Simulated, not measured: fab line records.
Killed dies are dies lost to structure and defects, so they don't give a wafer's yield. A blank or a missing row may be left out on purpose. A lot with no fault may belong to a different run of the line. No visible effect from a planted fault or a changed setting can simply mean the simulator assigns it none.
fab line records | flow n5_finfet
record: lots: 7 | wafers: 21 | last_day: 18
route steps=1938 shown BEOL_M6@1261 BEOL_M7@1263
lots that met no fault: taken from a fault-free run of the same line
start_h: start of the lot's first displayed wafer, in hours after the record's first day | wait_h: hours from the lot's prior step to this one | " repeats the value in the row above | L1.1+2: several wafers, shown together as one row | - no value, or no start given | * or withheld: withheld | < > ~ a bound
route shown NAME@n: a module of which the file shows steps, and the number in the route of the first | usual: mean/standard deviation taken from wafers without a fault | same: alike in all rows | chamber/n: place in a boat | sites: each site's reading | _std_site: their standard deviation | _edge_site: inner sites' mean taken away from outer sites' mean | radius_mm: how far each site lies from the wafer's centre | mask NAME#n: copy n | behind: the most recent tool/chamber to have shaped the wafer | hold: what put the lot on hold/how long, in hours/how the hold closed | device: the transistor (n, p or np) that didn't switch | end of line: the route-end tests of the same wafers | a step without rows: its recipe alone | killed: dies that structure and defects cost at the first sort, which is not the same as the wafer's yield | map: per-die view of a wafer (x killed, . not killed, _ where there is no die)
set.NAME: the setting as run; set.NAME@STEP: as run at that earlier step | model.NAME: the simulator's own value behind a step, which no gauge read
lots seen at some steps along the route; tables by step, rows by wafer
services: the hour from which a tool's chamber was out of use, counted from the record's first day as start_h (under 0 if before that day), plus the number of hours and why
== steps ==
step: N5_BEOL_M6_RS_MEAS_57
recipe: thk_meas_gauge: four-point-probe | reads: Cu_of_BEOL_M6_ECD_50+Co_of_BEOL_M6_CVD_78+TaN_of_BEOL_M6_ALD_77
usual: M6_RS: 0.283/0.0087
lot.wafer | tool          | chamber | start_h | wait_h | M6_RS[ohm/sq]
L854.2    | film_metro-02 | -       | 246.03  | 0.1    | 0.278
L854.3    | "             | -       | "       | "      | 0.283
L854.4    | "             | -       | "       | "      | 0.295
L858.1    | film_metro-02 | -       | 277.75  | 0.1    | 0.283
L858.4    | "             | -       | "       | "      | 0.280
L858.6    | "             | -       | "       | "      | 0.275
L864.1    | film_metro-01 | -       | 309.25  | 0.1    | 0.282
L864.2    | "             | -       | "       | "      | 0.271
L864.5    | "             | -       | "       | "      | 0.284
L863.1    | film_metro-02 | -       | 313.56  | 0.1    | 0.289
L863.2    | "             | -       | "       | "      | 0.283
L863.5    | "             | -       | "       | "      | 0.279
L865.2    | film_metro-01 | -       | 327.07  | 0.1    | 0.266
L865.3    | "             | -       | "       | "      | 0.298
L865.4    | "             | -       | "       | "      | 0.282
L866.1    | film_metro-01 | -       | 337.80  | 0.1    | 0.285
L866.3    | "             | -       | "       | "      | 0.298
L866.5    | "             | -       | "       | "      | 0.298
L868.4    | film_metro-01 | -       | 344.26  | 0.0    | 0.286
L868.5    | "             | -       | "       | "      | 0.284
L868.6    | "             | -       | "       | "      | 0.295
step: N5_BEOL_M6_INSPECT_58
recipe: inspect_instrument: darkfield | mode: post_dep
usual: raw_defect_count: 74/28
lot.wafer | tool              | chamber | start_h | wait_h | raw_defect_count
L854.2    | defect_inspect-02 | -       | 246.05  | 0.0    | 120
L854.3    | "                 | -       | "       | "      | 109
L854.4    | "                 | -       | "       | "      | 127
L858.1    | defect_inspect-01 | -       | 277.78  | 0.0    | 83
L858.4    | "                 | -       | "       | "      | 118
L858.6    | "                 | -       | "       | "      | 122
L864.1    | defect_inspect-02 | -       | 309.27  | 0.0    | 44
L864.2    | "                 | -       | "       | "      | 62
L864.5    | "                 | -       | "       | "      | 34
L863.1    | defect_inspect-01 | -       | 313.58  | 0.0    | 70
L863.2    | "                 | -       | "       | "      | 107
L863.5    | "                 | -       | "       | "      | 61
L865.2    | defect_inspect-02 | -       | 327.10  | 0.0    | 133
L865.3    | "                 | -       | "       | "      | 64
L865.4    | "                 | -       | "       | "      | 93
L866.1    | defect_inspect-01 | -       | 337.83  | 0.0    | 86
L866.3    | "                 | -       | "       | "      | 63
L866.5    | "                 | -       | "       | "      | 145
L868.4    | defect_inspect-01 | -       | 344.28  | 0.0    | 70
L868.5    | "                 | -       | "       | "      | 76
L868.6    | "                 | -       | "       | "      | 72
step: N5_BEOL_M7_ILD_DEP_00
recipe: material: SiCOH_lowk | target_thk_a: 1797.5 | temp_c: 300 | precursor: DEMS/porogen | pressure_torr: 5 | rf_w: 500 | time_s: 33.4
usual: chamber_pressure_Torr: 5.000/0.012 | heater_power_outer_w: 133/32 | heater_power_w: 294/63 | rf_fwd_power_W: 494.4/1.9 | showerhead_plenum_p_Torr: 5.737/0.0098 | throttle_valve_pct: 13.6/0.66
lot.wafer | tool     | chamber | start_h | wait_h | chamber_pressure_Torr | heater_power_outer_w | heater_power_w | rf_fwd_power_W | showerhead_plenum_p_Torr | since_wet_clean_h | throttle_valve_pct
L854.2    | pecvd-02 | 0       | 246.09  | 0.0    | 4.991                 | 123                  | 275            | 496.0          | 5.738                    | 1131              | 14.2
L854.3    | "        | 1       | "       | "      | 4.997                 | 131                  | 298            | 492.1          | 5.735                    | 1856              | 12.8
L854.4    | "        | 2       | "       | "      | 5.004                 | 141                  | 298            | 493.3          | 5.726                    | -                 | 13.2
L858.1    | pecvd-02 | 2       | 277.81  | 0.0    | 5.014                 | 135                  | 287            | 496.9          | 5.736                    | 382               | 13.4
L858.4    | "        | 2       | "       | "      | 5.004                 | 136                  | 300            | 494.6          | 5.740                    | -                 | 13.1
L858.6    | "        | 0       | "       | "      | 4.999                 | 151                  | 313            | 494.6          | 5.736                    | -                 | 14.4
L864.1    | pecvd-04 | 0       | 309.31  | 0.0    | 4.997                 | 165                  | 366            | 494.2          | 5.751                    | 1376              | 14.6
L864.2    | "        | 1       | "       | "      | 5.008                 | 155                  | 354            | 492.4          | 5.730                    | 2101              | 13.7
L864.5    | "        | 2       | "       | "      | 4.994                 | 163                  | 306            | 496.0          | 5.730                    | -                 | 12.6
L863.1    | pecvd-04 | 2       | 313.62  | 0.0    | 4.990                 | 145                  | 285            | 493.6          | 5.739                    | 566               | 13.0
L863.2    | "        | 1       | "       | "      | 4.982                 | 116                  | 302            | 495.3          | 5.739                    | 2105              | 13.5
L863.5    | "        | 0       | "       | "      | 5.007                 | 165                  | 372            | 491.6          | 5.748                    | -                 | 14.7
L865.2    | pecvd-03 | 0       | 327.13  | 0.0    | 4.986                 | 217                  | 446            | 494.2          | 5.727                    | 1031              | 15.0
L865.3    | "        | 2       | "       | "      | 5.016                 | 109                  | 228            | 497.2          | 5.749                    | 277               | 12.9
L865.4    | "        | 1       | "       | "      | 4.999                 | 93                   | 204            | 494.7          | 5.728                    | -                 | 13.6
L866.1    | pecvd-02 | 2       | 337.87  | 0.0    | 5.013                 | 134                  | 293            | 498.4          | 5.740                    | 442               | 13.7
L866.3    | "        | 0       | "       | "      | 5.021                 | 128                  | 283            | 496.0          | 5.756                    | 1223              | 14.6
L866.5    | "        | 0       | "       | "      | 4.988                 | 129                  | 279            | 495.6          | 5.746                    | -                 | 14.3
L868.4    | pecvd-04 | 1       | 344.34  | 0.1    | 5.000                 | 141                  | 333            | 496.3          | 5.740                    | -                 | 13.6
L868.5    | "        | 2       | "       | "      | 4.989                 | 145                  | 286            | 494.1          | 5.742                    | -                 | 13.1
L868.6    | "        | 1       | "       | "      | 5.004                 | 141                  | 335            | 496.6          | 5.732                    | -                 | 13.7
step: N5_BEOL_M7_CURE_74
recipe: temp_c: 385 | time_s: 240 | ambient: He/Ar | material: SiCOH_lowk
usual: lamp_power_pct: 52.32/0.058 | wafer_temp_C_max: 387.1/0.63
lot.wafer | tool       | chamber | start_h | wait_h | lamp_power_pct | wafer_temp_C_max
L854.2    | uv_cure-03 | 2       | 246.23  | 0.1    | 52.33          | 388.3
L854.3    | "          | 2       | "       | "      | 52.35          | 387.4
L854.4    | "          | 2       | "       | "      | 52.38          | 387.4
L858.1    | uv_cure-03 | 1       | 277.88  | 0.0    | 52.44          | 386.0
L858.4    | "          | 1       | "       | "      | 52.31          | 386.9
L858.6    | "          | 1       | "       | "      | 52.36          | 386.5
L864.1    | uv_cure-03 | 1       | 309.37  | 0.0    | 52.37          | 387.6
L864.2    | "          | 1       | "       | "      | 52.32          | 387.1
L864.5    | "          | 1       | "       | "      | 52.38          | 386.7
L863.1    | uv_cure-01 | 2       | 313.68  | 0.0    | 52.41          | 387.2
L863.2    | "          | 2       | "       | "      | 52.34          | 387.2
L863.5    | "          | 2       | "       | "      | 52.21          | 389.2
L865.2    | uv_cure-03 | 1       | 327.28  | 0.1    | 52.40          | 387.0
L865.3    | "          | 1       | "       | "      | 52.20          | 386.2
L865.4    | "          | 1       | "       | "      | 52.26          | 387.2
L866.1    | uv_cure-01 | 2       | 338.09  | 0.2    | 52.37          | 387.1
L866.3    | "          | 2       | "       | "      | 52.37          | 387.2
L866.5    | "          | 2       | "       | "      | 52.45          | 387.5
L868.4    | uv_cure-02 | 2       | 344.64  | 0.3    | 52.28          | 387.3
L868.5    | "          | 2       | "       | "      | 52.23          | 387.1
L868.6    | "          | 2       | "       | "      | 52.30          | 387.1
step: N5_BEOL_M7_THK_MEAS_01
recipe: reads: SiCOH_lowk_of_BEOL_M7_ILD_DEP_00
usual: M7_ILD_THK: 154.7/2.1
lot.wafer | tool          | chamber | start_h | wait_h | M7_ILD_THK[nm]
L854.2    | film_metro-01 | -       | 246.67  | 0.4    | 154.1
L854.3    | "             | -       | "       | "      | 153.8
L854.4    | "             | -       | "       | "      | 156.2
L858.1    | film_metro-01 | -       | 278.39  | 0.4    | 153.3
L858.4    | "             | -       | "       | "      | 155.0
L858.6    | "             | -       | "       | "      | 156.1
L864.1    | film_metro-02 | -       | 309.89  | 0.4    | 153.4
L864.2    | "             | -       | "       | "      | 155.0
L864.5    | "             | -       | "       | "      | 154.1
L863.1    | film_metro-01 | -       | 314.20  | 0.4    | 151.7
L863.2    | "             | -       | "       | "      | 156.3
L863.5    | "             | -       | "       | "      | 157.3
L865.2    | film_metro-01 | -       | 327.71  | 0.4    | 153.4
L865.3    | "             | -       | "       | "      | 153.1
L865.4    | "             | -       | "       | "      | 154.8
L866.1    | film_metro-01 | -       | 339.08  | 0.8    | 150.8
L866.3    | "             | -       | "       | "      | 154.9
L866.5    | "             | -       | "       | "      | 156.6
L868.4    | film_metro-02 | -       | 344.92  | 0.2    | 156.3
L868.5    | "             | -       | "       | "      | 153.5
L868.6    | "             | -       | "       | "      | 155.2
step: N5_BEOL_M7_PECVD_70
recipe: material: SiO2 | target_thk_a: 200 | temp_c: 400 | precursor: TEOS/O2 | pressure_torr: 5.5 | rf_w: 450 | teos_flow_sccm: 53.8 | gas: O2 | flow_sccm: 3000 | time_s: 22.7
usual: chamber_pressure_Torr: 5.501/0.012 | heater_power_outer_w: 408/62 | heater_power_w: 702/110 | rf_fwd_power_W: 444.5/1.8 | showerhead_plenum_p_Torr: 8.77/0.03 | throttle_valve_pct: 22.1/1.1
lot.wafer | tool     | chamber | start_h | wait_h | chamber_pressure_Torr | heater_power_outer_w | heater_power_w | rf_fwd_power_W | showerhead_plenum_p_Torr | since_wet_clean_h | throttle_valve_pct
L854.2    | pecvd-04 | 1       | 246.71  | 0.0    | 5.506                 | 401                  | 757            | 444.2          | 8.75                     | 2038              | 22.0
L854.3    | "        | 0       | "       | "      | 5.506                 | 407                  | 760            | 440.0          | 8.75                     | -                 | 23.7
L854.4    | "        | 1       | "       | "      | 5.494                 | 387                  | 736            | 443.7          | 8.77                     | -                 | 22.0
L858.1    | pecvd-02 | 1       | 278.43  | 0.0    | 5.506                 | 442                  | 740            | 442.7          | 8.77                     | 1889              | 21.0
L858.4    | "        | 0       | "       | "      | 5.491                 | 414                  | 723            | 444.3          | 8.79                     | -                 | 23.0
L858.6    | "        | 1       | "       | "      | 5.491                 | 419                  | 741            | 444.8          | 8.76                     | -                 | 21.0
L864.1    | pecvd-04 | 1       | 309.92  | 0.0    | 5.513                 | 397                  | 736            | 444.0          | 8.74                     | 2101              | 21.6
L864.2    | "        | 2       | "       | "      | 5.505                 | 367                  | 592            | 443.6          | 8.76                     | 563               | 20.8
L864.5    | "        | 2       | "       | "      | 5.496                 | 355                  | 596            | 442.7          | 8.76                     | -                 | 20.6
L863.1    | pecvd-02 | 1       | 314.23  | 0.0    | 5.499                 | 474                  | 772            | 441.6          | 8.78                     | 1924              | 20.9
L863.2    | "        | 0       | "       | "      | 5.499                 | 372                  | 628            | 446.2          | 8.78                     | 1199              | 22.8
L863.5    | "        | 0       | "       | "      | 5.479                 | 373                  | 634            | 446.4          | 8.78                     | -                 | 23.2
L865.2    | pecvd-04 | 1       | 327.75  | 0.0    | 5.497                 | 463                  | 810            | 443.9          | 8.76                     | 2119              | 22.0
L865.3    | "        | 0       | "       | "      | 5.476                 | 453                  | 825            | 444.4          | 8.78                     | 1394              | 23.3
L865.4    | "        | 1       | "       | "      | 5.480                 | 452                  | 823            | 445.1          | 8.76                     | -                 | 21.9
L866.1    | pecvd-02 | 2       | 339.12  | 0.0    | 5.514                 | 408                  | 688            | 445.2          | 8.82                     | 444               | 21.9
L866.3    | "        | 1       | "       | "      | 5.503                 | 412                  | 745            | 441.1          | 8.77                     | 1949              | 21.2
L866.5    | "        | 2       | "       | "      | 5.505                 | 415                  | 699            | 445.5          | 8.79                     | -                 | 22.0
L868.4    | pecvd-04 | 2       | 344.97  | 0.1    | 5.510                 | 458                  | 708            | 445.0          | 8.73                     | -                 | 20.6
L868.5    | "        | 1       | "       | "      | 5.512                 | 347                  | 666            | 446.5          | 8.76                     | -                 | 21.9
L868.6    | "        | 2       | "       | "      | 5.514                 | 453                  | 711            | 445.7          | 8.76                     | -                 | 21.0
step: N5_BEOL_M7_HM_DEP_02
recipe: material: TiN | target_thk_a: 200 | temp_c: 25 | chamber_pressure_pa: 0.49996
usual: throttle_valve_pct: 30.3/1.2
lot.wafer | tool           | chamber | start_h | wait_h | throttle_valve_pct
L854.2    | pvd_sputter-01 | -       | 246.79  | 0.1    | 28.5
L854.3    | "              | -       | "       | "      | 30.1
L854.4    | "              | -       | "       | "      | 31.3
L858.1    | pvd_sputter-01 | -       | 278.65  | 0.2    | 28.5
L858.4    | "              | -       | "       | "      | 30.3
L858.6    | "              | -       | "       | "      | 30.4
L864.1    | pvd_sputter-01 | -       | 311.16  | 1.2    | 30.1
L864.2    | "              | -       | "       | "      | 28.5
L864.5    | "              | -       | "       | "      | 30.3
L863.1    | pvd_sputter-02 | -       | 315.00  | 0.7    | 30.0
L863.2    | "              | -       | "       | "      | 30.6
L863.5    | "              | -       | "       | "      | 30.1
L865.2    | pvd_sputter-02 | -       | 327.83  | 0.1    | 29.2
L865.3    | "              | -       | "       | "      | 30.1
L865.4    | "              | -       | "       | "      | 30.8
L866.1    | pvd_sputter-02 | -       | 341.48  | 2.3    | 29.2
L866.3    | "              | -       | "       | "      | 30.2
L866.5    | "              | -       | "       | "      | 28.8
L868.4    | pvd_sputter-01 | -       | 345.15  | 0.2    | 30.5
L868.5    | "              | -       | "       | "      | 28.5
L868.6    | "              | -       | "       | "      | 31.4
step: N5_BEOL_M7_COAT_59
recipe: resist: SOC | temp_c: 250 | time_s: 60 | spin_rpm: 1500 | resist_thk_nm: 100
step: N5_BEOL_M7_COAT_60
recipe: resist: SiARC | temp_c: 220 | time_s: 60 | spin_rpm: 1500 | resist_thk_nm: 35
step: N5_BEOL_M7_COAT_05
recipe: resist: CAR-ArF | spin_rpm: 1500 | resist_thk_nm: 90
step: N5_BEOL_M7_EBR_07
recipe: solvent: PGMEA | ebr_width_mm: 1.5
step: N5_BEOL_M7_SOFTBAKE_06
recipe: temp_c: 110 | time_s: 60 | resist: CAR-ArF
step: N5_BEOL_M7_EXPOSE_08
recipe: mask_id: M7 | na: 1.35 | source_shape: dipole | sigma_inner: 0.817 | sigma_outer: 0.97 | polarization: te | dose_mj: 68.25
usual: dipole_opening_deg: 35/0 | exposure_dose_mJ_cm2: 68.19/0.08
lot.wafer | tool            | chamber | start_h | wait_h | mask | dipole_opening_deg | exposure_dose_mJ_cm2
L854.2    | arfi_scanner-03 | 0       | 247.04  | -      | M7#0 | 35                 | 68.15
L854.3    | "               | 0       | "       | "      | M7#0 | 35                 | 68.22
L854.4    | "               | 0       | "       | "      | M7#0 | 35                 | 68.34
L858.1    | arfi_scanner-02 | 0       | 278.89  | -      | M7#0 | 35                 | 68.20
L858.4    | "               | 0       | "       | "      | M7#0 | 35                 | 68.18
L858.6    | "               | 0       | "       | "      | M7#0 | 35                 | 68.25
L864.1    | arfi_scanner-01 | -       | 311.53  | -      | M7#0 | -                  | -
L864.2    | "               | -       | "       | "      | M7#0 | -                  | -
L864.5    | "               | -       | "       | "      | M7#0 | -                  | -
L863.1    | arfi_scanner-03 | -       | 315.37  | -      | M7#0 | -                  | -
L863.2    | "               | -       | "       | "      | M7#0 | -                  | -
L863.5    | "               | -       | "       | "      | M7#0 | -                  | -
L865.2    | arfi_scanner-02 | -       | 328.20  | -      | M7#0 | -                  | -
L865.3    | "               | -       | "       | "      | M7#0 | -                  | -
L865.4    | "               | -       | "       | "      | M7#0 | -                  | -
L866.1    | arfi_scanner-01 | 0       | 341.85  | -      | M7#0 | 35                 | 68.18
L866.3    | "               | 0       | "       | "      | M7#0 | 35                 | 68.25
L866.5    | "               | 0       | "       | "      | M7#0 | 35                 | 68.34
L868.4    | arfi_scanner-02 | 0       | 345.54  | -      | M7#0 | 35                 | 68.05
L868.5    | "               | 0       | "       | "      | M7#0 | 35                 | 68.16
L868.6    | "               | 0       | "       | "      | M7#0 | 35                 | 68.07
step: N5_BEOL_M7_PEB_09
recipe: peb_temp_c: withheld | peb_time_s: 60 | resist: CAR-ArF
== services ==
tool            | chamber | start_h | hours | kind
pecvd-02        | 2       | 223.44  | 4.2   | repair
uv_cure-03      | -       | 224.93  | 2.1   | pm
uv_cure-03      | -       | 233.21  | 6.0   | pm
arfi_scanner-03 | -       | 235.55  | 0.8   | repair
uv_cure-02      | -       | 236.79  | 7.5   | pm
arfi_scanner-01 | 0       | 242.30  | -     | calibration
pecvd-04        | 2       | 242.61  | 6.9   | repair
arfi_scanner-02 | -       | 244.11  | 1.3   | pm
arfi_scanner-01 | -       | 244.38  | 4.9   | pm
arfi_scanner-03 | -       | 245.43  | 1.3   | pm
uv_cure-01      | -       | 250.82  | 9.8   | repair
arfi_scanner-02 | -       | 252.79  | 1.0   | pm
pecvd-03        | 1       | 260.12  | 40.9  | repair
arfi_scanner-02 | -       | 266.70  | 1.0   | pm
pecvd-03        | -       | 276.82  | 6.0   | pm
pecvd-02        | 2       | 278.43  | 2.1   | scheduled_down
pecvd-04        | 2       | 289.93  | 9.3   | repair
arfi_scanner-01 | -       | 291.83  | 1.3   | pm
pecvd-02        | -       | 292.26  | 5.5   | pm
pecvd-03        | -       | 298.20  | 0.8   | repair
arfi_scanner-02 | -       | 299.76  | 14.1  | repair
arfi_scanner-01 | -       | 307.12  | 1.0   | pm
arfi_scanner-01 | -       | 319.54  | 0.4   | repair
pecvd-04        | 0       | 337.05  | 16.5  | scheduled_down
== key ==
first_sign: step: N5_BEOL_M7_EXPOSE_08 | reading: tool_record | direction: missing
effect none on later readings
met_at N5_BEOL_M7_EXPOSE_08
struck_wafers L863.1,L863.2,L863.5,L864.1,L864.2,L864.5,L865.2,L865.3,L865.4
later_rows_left_out L863.1,L863.2,L863.5,L864.1,L864.2,L864.5,L865.2,L865.3,L865.4
sort_left_out L863.1,L863.2,L863.5,L864.1,L864.2,L864.5,L865.2,L865.3,L865.4
onset_between 278.89 311.53
fault: kind: skipped_step_whole | tool: arfi_scanner-01,arfi_scanner-02,arfi_scanner-03 | chamber: - | onset_h: 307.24 | steps: N5_BEOL_M7_EXPOSE_08 | scope: struck_lots_only
sort_left_out: the simulated sort isn't trusted on such a fault, so these wafers' sort isn't shown, and their yield isn't known
later_rows_left_out: the simulator's readings of these wafers behind a module that went badly wrong aren't trusted and aren't shown, but for the sort
